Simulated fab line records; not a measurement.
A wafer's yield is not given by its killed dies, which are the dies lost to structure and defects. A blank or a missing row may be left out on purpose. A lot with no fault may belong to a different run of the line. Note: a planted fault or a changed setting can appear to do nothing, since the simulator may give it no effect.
Which of the tools did it? :: flow nand harc :: 6 lots with 17 wafers sampled at 5 steps, on a route of 1159 steps

WHAT THE GAUGES SHOWED, per wafer
NHARC_END_SORT_01.
lot: L492
measured: day 20 11:05
on: prober-01
killed dies: 27 18 28

lot: L491
measured: day 20 18:53
on: prober-02
killed dies: 53 47 34

lot: L494
measured: day 20 19:58
on: prober-01
killed dies: 30 28 24

lot: L508
measured: day 24 12:14
on: prober-02
killed dies: 37 49 51

lot: L512
measured: day 25 21:08
on: prober-02
killed dies: 17 24 30

TOOL THAT RAN EACH LOT (tool first, then ch and the chambers of the sampled wafers, then the start)
lot: L492
NHARC_A_CONTACT_CMP_20: cmp-03 ch 2,3, day 17 23:22
NHARC_A_BLC_ETCH_17: rie diel-04 ch 1,2,3, day 18 00:37
NHARC_A_BLC_DEGAS_30: pvd sputter-02, day 18 01:59
NHARC_A_BLC_ALD_23: ald metal-03 ch 0,1,3, day 18 02:13

lot: L491
NHARC_A_CONTACT_CMP_20: cmp-02 ch 0,1, day 18 06:42
NHARC_A_BLC_ETCH_17: rie diel-04 ch 1,2,3, day 18 07:58
NHARC_A_BLC_DEGAS_30: pvd sputter-03, day 18 09:23
NHARC_A_BLC_ALD_23: ald metal-04 ch 2,3, day 18 09:38

lot: L494
NHARC_A_CONTACT_CMP_20: cmp-03 ch 0,1, day 18 18:47
NHARC_A_BLC_ETCH_17: rie diel-04 ch 0,2,3, day 18 20:10
NHARC_A_BLC_DEGAS_30: pvd sputter-01, day 18 21:29
NHARC_A_BLC_ALD_23: ald metal-03 ch 0,1,3, day 18 21:45

lot: L499
NHARC_A_CONTACT_CMP_20: cmp-02 ch 0,3, day 19 13:50
NHARC_A_BLC_ETCH_17: rie diel-04 ch 1,2, day 19 15:07
NHARC_A_BLC_DEGAS_30: pvd sputter-03, day 19 16:34
NHARC_A_BLC_ALD_23: ald metal-03 ch 0,1, day 19 16:50

lot: L508
NHARC_A_CONTACT_CMP_20: cmp-03 ch 0,1, day 22 05:18
NHARC_A_BLC_ETCH_17: rie diel-13 ch 1,2,3, day 22 06:38
NHARC_A_BLC_DEGAS_30: pvd sputter-03, day 22 08:20
NHARC_A_BLC_ALD_23: ald metal-03 ch 0,1,3, day 22 08:35

lot: L512
NHARC_A_CONTACT_CMP_20: cmp-03 ch 0,2,3, day 23 19:52
NHARC_A_BLC_ETCH_17: rie diel-04 ch 0,1, day 23 21:08
NHARC_A_BLC_DEGAS_30: pvd sputter-03, day 23 22:32
NHARC_A_BLC_ALD_23: ald metal-04 ch 0,2,3, day 23 22:47
- NHARC_A_CONTACT_CMP_20: polishes, t overpolish 30 s, target thk 300 nm.
- NHARC_A_BLC_ETCH_17: etches the open film in N2/H2, target depth 390 nm, time 609.38 s.
- NHARC_A_BLC_DEGAS_30: time 60 s.
- NHARC_A_BLC_ALD_23: deposits TiN, target thk 3 nm, pulse time 1 s, ald cycles 150.

THE ANSWER, worked out from the rows above alone
Rule: usual is defined by the lots themselves. Put in order of their means at a reading, lots are off if they are a third of the lots or fewer, leave a main group of 4 or more, and stand apart from it by a gap of 3 or more times the standard deviation of the main group's means; of several such gaps the widest counts. The tables above print the reading to a certain number of digits; a main group whose means all agree to those digits is not used. Also off: a lot with no number at a reading for which 4 or more lots have one. All remaining lots with rows at the step are treated as sound.
Across all readings shown, no lot is off: no conclusion can be drawn from this.

WHAT THE SIMULATOR PUT IN
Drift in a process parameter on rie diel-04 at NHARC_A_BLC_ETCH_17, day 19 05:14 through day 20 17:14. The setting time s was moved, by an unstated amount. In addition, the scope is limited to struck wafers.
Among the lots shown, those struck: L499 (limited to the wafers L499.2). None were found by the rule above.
